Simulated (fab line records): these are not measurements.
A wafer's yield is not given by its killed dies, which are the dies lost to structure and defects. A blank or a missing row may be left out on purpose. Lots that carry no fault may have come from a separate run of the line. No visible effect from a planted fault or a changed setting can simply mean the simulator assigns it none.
fab line records ; flow nand_harc
record lots=13; wafers=39; last_day=33
route steps=1302 shown P_ZERO_WELL@16 P_STI@88
lots that met no fault: from a run of the same line without faults
start_h: hours from the record's first day to the start of the lot's first wafer shown ; wait_h: hours elapsed since this lot's preceding step ; " same as the row above ; L1.1+2: a single row standing in for several wafers ; - no value present, or no start provided ; * or withheld: withheld ; < > ~ a bound
route shown NAME@n: NAME is a module with steps in the file, n the number in the route of the first one ; usual: mean/standard deviation of fault-free wafers ; same: alike in all rows ; chamber/n: place in a boat ; sites: readings site by site ; _std_site: standard deviation of those values ; _edge_site: the outer-site mean with the inner-site mean subtracted ; radius_mm: for every site, how far away it sits from the centre of the wafer ; mask NAME#n: copy n ; behind: the most recent tool/chamber to have shaped the wafer ; hold: what put the lot on hold/how long, in hours/how the hold closed ; device: the n, p or np transistor that did not switch ; end of line: tests run on the same wafers once the route is complete ; a step without rows: its recipe alone ; killed: at the first sort, the dies lost to defects and structure; wafer yield is something else ; map: per-die view of a wafer (x killed, . not killed, _ where there is no die)
set.NAME: the run value of the setting; set.NAME@STEP: its run value at that earlier step ; model.NAME: the simulator's own value behind a step, which no gauge read
one table for each step of the route and one row for each wafer, over a sample of lots
services: the hour from which a tool's chamber was out of use, counted from the record's first day as start_h (under 0 if before that day), plus the number of hours and why
## steps
# step NHARC_P_ZERO_WELL_DESCUM_13
# recipe time_s=3; o2_flow_sccm=200; ar_flow_sccm=0; bias_power_w=0; chemistry=O2
# usual chamber_pressure_mTorr=60.00/0.055; drypump_motor_current_A=5.3/0.49; oes_product_au=1.000/0.01; rf_vpp_V=57.8/0.92; showerhead_plenum_p_Torr=1.95/0.077; throttle_valve_pct=11.311/0.0091
# same bias_power_w=0
lot.wafer;tool;chamber;start_h;wait_h;chamber_pressure_mTorr;drypump_motor_current_A;oes_product_au;rf_hours_counter_h;rf_vpp_V;showerhead_plenum_p_Torr;throttle_valve_pct
L892.4;rie_diel-05;0;21.46;-;59.95;4.7;0.996;-;56.6;1.77;11.308
L892.5;rie_diel-05;1;21.46;-;59.97;4.7;0.992;-;56.7;1.94;11.300
L892.6;rie_diel-05;3;21.46;-;60.01;5.8;0.991;-;58.5;1.99;11.294
L894.4;rie_diel-08;1;41.39;-;59.94;5.7;1.001;3;57.7;1.79;11.312
L894.1;rie_diel-08;3;41.39;-;60.00;5.9;0.998;3;57.0;1.96;11.316
L894.5;rie_diel-08;1;41.39;-;60.04;5.7;1.000;-;57.7;1.79;11.308
L895.4;rie_diel-05;0;51.40;-;60.05;4.6;1.004;66;55.1;1.76;11.310
L895.2;rie_diel-05;2;51.40;-;60.03;5.9;1.011;51;58.3;1.96;11.310
L895.5;rie_diel-05;1;51.40;-;60.02;4.7;0.992;-;58.9;1.93;11.325
L896.4;rie_diel-02;3;61.29;-;59.99;5.1;1.002;6;56.5;1.88;11.315
L896.1;rie_diel-02;1;61.29;-;60.04;6.1;0.982;4;59.3;2.08;11.306
L896.5;rie_diel-02;3;61.29;-;60.01;5.1;0.995;-;56.9;1.88;11.318
L898.2;rie_diel-08;1;81.32;-;59.91;5.7;1.000;15;55.9;1.79;11.308
L898.6;rie_diel-08;1;81.32;-;60.09;5.7;1.007;-;57.2;1.79;11.308
L898.5;rie_diel-08;2;81.32;-;60.11;5.0;1.004;-;58.3;1.98;11.324
L900.4;rie_diel-08;2;101.39;-;59.97;5.0;1.022;18;57.9;1.98;11.320
L900.1;rie_diel-08;0;101.39;-;60.01;5.3;1.009;19;57.0;1.93;11.314
L900.6;rie_diel-08;2;101.39;-;60.02;5.0;1.013;-;58.6;1.98;11.308
L902.2;rie_diel-05;1;121.40;-;60.03;4.7;1.006;20;57.2;1.92;11.311
L902.3;rie_diel-05;2;121.40;-;59.93;5.9;0.997;20;58.2;1.95;11.321
L902.6;rie_diel-05;1;121.40;-;59.95;4.8;1.001;-;58.9;1.93;11.323
L904.1;rie_diel-05;3;141.27;-;59.96;5.8;1.023;22;58.6;1.98;11.333
L904.4;rie_diel-05;0;141.27;-;60.05;4.7;0.995;23;57.8;2.07;11.292
L904.3;rie_diel-05;1;141.27;-;60.15;4.7;1.011;24;57.9;1.92;11.316
L905.4;rie_diel-08;0;151.42;-;60.00;5.2;1.014;33;58.1;1.93;11.314
L905.6;rie_diel-08;3;151.42;-;60.08;5.9;1.000;-;58.1;1.94;11.306
L905.5;rie_diel-08;0;151.42;-;60.01;5.3;1.006;-;57.6;1.93;11.322
L908.1;rie_diel-05;3;181.28;-;59.96;5.8;1.012;35;55.3;1.97;11.302
L908.2;rie_diel-05;0;181.28;-;59.89;4.7;0.984;35;58.3;2.06;11.323
L908.6;rie_diel-05;3;181.28;-;60.12;5.8;1.009;-;58.1;1.97;11.307
L913.2;rie_diel-05;0;231.37;-;60.04;4.6;0.999;47;58.9;2.06;11.313
L913.5;rie_diel-05;3;231.37;-;60.00;5.8;1.017;-;58.2;1.97;11.304
L913.6;rie_diel-05;0;231.37;-;59.98;4.7;1.013;-;58.4;2.06;11.306
L914.3;rie_diel-05;1;241.40;-;59.94;4.7;0.999;0;58.0;1.92;11.304
L914.1;rie_diel-05;2;241.40;-;59.90;5.9;1.007;0;57.0;1.94;11.307
L914.6;rie_diel-05;0;241.40;-;60.06;4.6;1.004;-;57.5;2.06;11.318
L915.3;rie_diel-08;3;251.42;-;60.07;5.9;1.006;20;57.2;1.93;11.314
L915.4;rie_diel-08;1;251.42;-;59.89;5.7;1.008;10;56.1;1.77;11.309
L915.6;rie_diel-08;2;251.42;-;59.96;5.0;1.012;-;57.9;1.96;11.320
# step NHARC_P_ZERO_WELL_EXPOSE_49
# recipe na=0.6; target_cd_nm=2000; dose_mj=22.64; mask_id=P_HVPW
lot.wafer;tool;chamber;start_h;wait_h;mask
L892.4+5+6;krf_scanner-04;0;26.45;-;P_HVPW#0
L894.1+4+5;krf_scanner-04;0;46.25;-;P_HVPW#0
L895.2+4+5;krf_scanner-04;0;55.64;-;P_HVPW#0
L896.1+4+5;krf_scanner-03;0;65.85;-;P_HVPW#0
L898.2+5+6;krf_scanner-02;0;85.68;-;P_HVPW#0
L900.1+4+6;krf_scanner-03;0;105.45;-;P_HVPW#0
L902.2+3+6;krf_scanner-04;0;125.61;-;P_HVPW#0
L904.1+3+4;krf_scanner-02;0;145.59;-;P_NWELL#0
L905.4+5+6;krf_scanner-02;0;155.63;-;P_HVPW#0
L908.1+2+6;krf_scanner-03;0;185.23;-;P_HVPW#0
L913.2+5+6;krf_scanner-02;0;235.48;-;P_HVPW#0
L914.1+3+6;krf_scanner-03;0;245.70;-;P_HVPW#0
L915.3+4+6;krf_scanner-03;0;255.49;-;P_HVPW#0
# step NHARC_P_ZERO_WELL_CD_MEAS_52
# recipe target_cd_nm=2000; landing_energy_ev=500
# usual cd_nm=2000.8/1.6
lot.wafer;tool;chamber;start_h;wait_h;cd_nm
L892.4;cd_sem-02;0;26.60;-;2002.0
L892.5;cd_sem-02;0;26.60;-;1998.7
L892.6;cd_sem-02;0;26.60;-;2001.5
L894.1;cd_sem-02;0;46.41;-;1999.9
L894.4;cd_sem-02;0;46.41;-;2000.0
L894.5;cd_sem-02;0;46.41;-;2000.2
L895.2;cd_sem-02;0;55.80;-;2000.4
L895.4;cd_sem-02;0;55.80;-;1999.9
L895.5;cd_sem-02;0;55.80;-;2001.2
L896.1;cd_sem-03;0;66.01;-;2003.8
L896.4;cd_sem-03;0;66.01;-;2002.8
L896.5;cd_sem-03;0;66.01;-;2000.1
L898.2;cd_sem-03;0;85.83;-;2001.4
L898.5;cd_sem-03;0;85.83;-;2001.1
L898.6;cd_sem-03;0;85.83;-;2002.9
L900.1;cd_sem-02;0;105.61;-;1999.5
L900.4;cd_sem-02;0;105.61;-;1998.4
L900.6;cd_sem-02;0;105.61;-;2002.1
L902.2;cd_sem-01;0;125.76;-;1998.7
L902.3;cd_sem-01;0;125.76;-;2003.2
L902.6;cd_sem-01;0;125.76;-;2000.3
L904.1;cd_sem-03;0;145.74;-;-
L904.3;cd_sem-03;0;145.74;-;-
L904.4;cd_sem-03;0;145.74;-;-
L905.4;cd_sem-03;0;155.79;-;2003.9
L905.5;cd_sem-03;0;155.79;-;2002.4
L905.6;cd_sem-03;0;155.79;-;2000.1
L908.1;cd_sem-03;0;185.39;-;1998.4
L908.2;cd_sem-03;0;185.39;-;1997.9
L908.6;cd_sem-03;0;185.39;-;1997.4
L913.2;cd_sem-02;0;235.64;-;2003.3
L913.5;cd_sem-02;0;235.64;-;2001.8
L913.6;cd_sem-02;0;235.64;-;2003.2
L914.1;cd_sem-01;0;245.85;-;2000.6
L914.3;cd_sem-01;0;245.85;-;2000.7
L914.6;cd_sem-01;0;245.85;-;2000.1
L915.3;cd_sem-02;0;255.64;-;2000.0
L915.4;cd_sem-02;0;255.64;-;2002.4
L915.6;cd_sem-02;0;255.64;-;1998.3
# step NHARC_P_ZERO_WELL_RTA_42
# recipe temp_c=1100; time_s=300
# usual lamp_power_pct=36/3.6; wafer_temp_C_max=1106.4/1.3
lot.wafer;tool;chamber;start_h;wait_h;lamp_power_pct;wafer_temp_C_max
L892.4;rtp_anneal-01;0;28.07;-;40;1105.4
L892.5;rtp_anneal-01;0;28.07;-;40;1106.9
L892.6;rtp_anneal-01;0;28.07;-;40;1104.8
L894.1;rtp_anneal-02;0;47.57;-;32;1106.9
L894.4;rtp_anneal-02;0;47.57;-;32;1106.0
L894.5;rtp_anneal-02;0;47.57;-;32;1105.6
L895.2;rtp_anneal-02;0;57.04;-;33;1108.4
L895.4;rtp_anneal-02;0;57.04;-;32;1104.4
L895.5;rtp_anneal-02;0;57.04;-;32;1109.4
L896.1;rtp_anneal-01;0;67.16;-;40;1105.3
L896.4;rtp_anneal-01;0;67.16;-;40;1105.7
L896.5;rtp_anneal-01;0;67.16;-;40;1104.4
L898.2;rtp_anneal-01;0;87.07;-;40;1105.0
L898.5;rtp_anneal-01;0;87.07;-;40;1105.5
L898.6;rtp_anneal-01;0;87.07;-;40;1107.2
L900.1;rtp_anneal-02;0;106.75;-;32;1106.6
L900.4;rtp_anneal-02;0;106.75;-;32;1106.2
L900.6;rtp_anneal-02;0;106.75;-;32;1104.9
L902.2;rtp_anneal-02;0;127.02;-;33;1107.2
L902.3;rtp_anneal-02;0;127.02;-;32;1109.2
L902.6;rtp_anneal-02;0;127.02;-;32;1105.6
L904.1;rtp_anneal-01;0;146.88;-;40;1104.9
L904.3;rtp_anneal-01;0;146.88;-;40;1105.2
L904.4;rtp_anneal-01;0;146.88;-;40;1105.5
L905.4;rtp_anneal-01;0;157.30;-;40;1105.0
L905.5;rtp_anneal-01;0;157.30;-;40;1105.5
L905.6;rtp_anneal-01;0;157.30;-;40;1106.6
L908.1;rtp_anneal-02;0;186.53;-;32;1107.5
L908.2;rtp_anneal-02;0;186.53;-;32;1107.9
L908.6;rtp_anneal-02;0;186.53;-;32;1106.8
L913.2;rtp_anneal-02;0;236.91;-;32;1107.1
L913.5;rtp_anneal-02;0;236.91;-;32;1108.2
L913.6;rtp_anneal-02;0;236.91;-;32;1108.9
L914.1;rtp_anneal-01;0;246.99;-;40;1105.0
L914.3;rtp_anneal-01;0;246.99;-;40;1106.5
L914.6;rtp_anneal-01;0;246.99;-;40;1105.2
L915.3;rtp_anneal-01;0;256.98;-;40;1106.6
L915.4;rtp_anneal-01;0;256.98;-;40;1107.7
L915.6;rtp_anneal-01;0;256.98;-;40;1106.9
# step NHARC_P_STI_ETCH_42
# recipe target_depth_a=800; overetch_a=240; time_s=61; ion_energy_ev=200; n2_flow_sccm=150; h2_flow_sccm=150; ar_flow_sccm=0; rf_w=400; bias_w=150; chemistry=N2/H2
# usual chamber_pressure_mTorr=30.000/0.027; drypump_motor_current_A=5.9/0.4; oes_product_au=0.997/0.0087; rf_vpp_V=431.4/2.1; showerhead_plenum_p_Torr=2.07/0.073; throttle_valve_pct=14.170/0.0087
lot.wafer;tool;chamber;start_h;wait_h;chamber_pressure_mTorr;drypump_motor_current_A;oes_product_au;rf_hours_counter_h;rf_vpp_V;showerhead_plenum_p_Torr;throttle_valve_pct
L892.4;rie_diel-12;0;48.22;0.1;29.995;6.1;0.997;7.3;432.2;2.10;14.170
L892.5;rie_diel-12;3;48.22;0.1;30.032;4.6;1.007;-;433.8;2.21;14.169
L892.6;rie_diel-12;0;48.22;0.1;30.013;6.1;1.007;-;432.6;2.10;14.162
L894.1;rie_diel-03;1;64.86;0.1;29.997;5.5;1.000;5.1;432.7;2.16;14.165
L894.4;rie_diel-03;2;64.86;0.1;29.939;5.9;1.001;5.7;432.1;2.12;14.187
L894.5;rie_diel-03;1;64.86;0.1;30.019;5.6;0.987;-;433.0;2.16;14.182
L895.4;rie_diel-01;1;73.20;0.1;29.986;5.7;0.987;3.4;428.2;2.01;14.160
L895.2;rie_diel-01;3;73.20;0.1;29.999;5.8;1.014;3.2;430.7;1.99;14.172
L895.5;rie_diel-01;2;73.20;0.1;29.956;6.3;1.000;-;432.9;2.11;14.171
L896.1;rie_diel-03;3;84.00;0.1;30.017;6.1;0.997;5.2;431.8;2.01;14.174
L896.4;rie_diel-03;0;84.00;0.1;29.991;5.8;0.986;5.8;430.2;2.07;14.168
L896.5;rie_diel-03;2;84.00;0.1;30.033;5.9;0.987;-;433.5;2.12;14.168
L898.2;rie_diel-01;2;105.58;0.1;30.002;6.3;0.997;5.0;432.7;2.11;14.179
L898.5;rie_diel-01;1;105.58;0.1;30.014;5.7;0.991;-;429.7;2.01;14.159
L898.6;rie_diel-01;2;105.58;0.1;29.939;6.3;1.004;-;432.8;2.11;14.170
L900.4;rie_diel-12;2;122.85;0.1;30.000;6.4;1.001;1.5;434.0;2.19;14.151
L900.1;rie_diel-12;0;122.85;0.1;29.948;6.1;0.990;1.4;431.0;2.09;14.162
L900.6;rie_diel-12;2;122.85;0.1;29.993;6.4;0.986;-;434.4;2.19;14.158
L902.2;rie_diel-03;0;144.67;0.1;30.009;5.8;0.978;1.9;430.9;2.07;14.172
L902.3;rie_diel-03;1;144.67;0.1;30.036;5.5;0.984;1.7;435.0;2.16;14.166
L902.6;rie_diel-03;0;144.67;0.1;29.981;5.7;0.979;-;431.9;2.07;14.165
L905.4;rie_diel-12;3;174.90;0.1;29.997;4.6;1.009;7.0;436.4;2.20;14.164
L905.6;rie_diel-12;1;174.90;0.1;30.016;6.0;0.991;-;426.6;1.94;14.160
L905.5;rie_diel-12;2;174.90;0.1;29.962;6.3;0.995;-;434.8;2.19;14.171
L908.1;rie_diel-01;2;202.24;0.1;30.004;6.3;0.987;12.4;432.2;2.11;14.161
L908.2;rie_diel-01;0;202.24;0.1;29.991;6.3;1.005;14.0;429.2;2.02;14.171
L908.6;rie_diel-01;3;202.24;0.1;30.012;5.8;0.994;-;429.5;1.99;14.163
L913.2;rie_diel-03;3;253.23;0.1;30.033;6.1;0.997;6.3;430.6;2.01;14.183
L913.5;rie_diel-03;3;253.23;0.1;30.008;6.1;0.984;-;431.4;2.01;14.171
L913.6;rie_diel-03;0;253.23;0.1;30.014;5.7;0.983;-;431.2;2.07;14.167
L914.3;rie_diel-01;3;263.27;0.1;30.018;5.8;1.008;4.5;427.9;1.99;14.169
L914.1;rie_diel-01;0;263.27;0.1;30.024;6.3;1.009;5.0;430.5;2.02;14.174
L914.6;rie_diel-01;2;263.27;0.1;29.983;6.2;1.004;-;433.2;2.10;14.174
L915.4;rie_diel-01;0;273.04;0.3;30.032;6.3;1.004;6.1;429.7;2.02;14.181
L915.3;rie_diel-01;2;273.04;0.3;30.039;6.3;1.015;5.7;432.4;2.10;14.184
L915.6;rie_diel-01;0;273.04;0.3;29.964;6.3;1.003;-;430.0;2.02;14.175
## services
tool;chamber;start_h;hours;kind
rtp_anneal-02;-;12.00;12.0;pm
krf_scanner-03;-;12.76;1.3;repair
rie_diel-08;1;14.15;7.7;repair
rie_diel-08;-;16.25;9.0;pm
rie_diel-05;2;17.93;13.4;repair
rie_diel-01;-;26.80;9.0;pm
krf_scanner-03;-;38.57;0.5;repair
rie_diel-01;2;45.34;5.1;repair
krf_scanner-03;-;52.00;4.0;pm
rie_diel-05;-;54.97;9.0;pm
rie_diel-08;2;73.64;6.8;repair
rie_diel-01;-;130.92;1.2;repair
krf_scanner-03;-;131.90;0.9;repair
krf_scanner-03;-;144.36;1.5;repair
rie_diel-01;1;160.13;15.5;repair
rie_diel-08;-;175.68;0.3;repair
rie_diel-01;1;180.69;8.6;repair
rie_diel-08;1;187.16;15.6;repair
rie_diel-01;2;193.12;6.9;repair
rie_diel-08;-;193.25;9.0;pm
rie_diel-01;-;203.80;9.0;pm
rie_diel-08;1;217.85;18.7;repair
krf_scanner-03;-;224.00;4.0;pm
rie_diel-05;-;232.06;9.0;pm
## key
first_sign step=NHARC_P_ZERO_WELL_EXPOSE_49; reading=mask; direction=changed
effect step=NHARC_P_ZERO_WELL_CD_MEAS_52; reading=cd_nm; direction=missing
met_at NHARC_P_ZERO_WELL_EXPOSE_49
struck_lots L904
later_rows_left_out L904.1,L904.3,L904.4
sort_left_out L904.1,L904.3,L904.4
tester_left_out L904
not_acting_at NHARC_P_ZERO_WELL_DESCUM_13,NHARC_P_ZERO_WELL_RTA_42,NHARC_P_STI_ETCH_42
onset_between 85.68 145.59
fault kind=wrong_mask; tool=any; chamber=-; onset_h=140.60; steps=NHARC_P_ZERO_WELL_EXPOSE_49; aux_copy=P_NWELL#0; scope=struck_lots_only
# tester_left_out: of these lots the tester's yield and bins aren't shown, on N5 and GAA mostly nor the transistor test; their killed dies are dies lost to structure and defects alone, not to doping, threshold or leakage, so they don't give the yield
# sort_left_out: the simulated sort isn't trusted on such a fault, so these wafers' sort isn't shown, and their yield isn't known
# later_rows_left_out: the simulator's readings of these wafers behind a module that went badly wrong aren't trusted and aren't shown, but for the sort
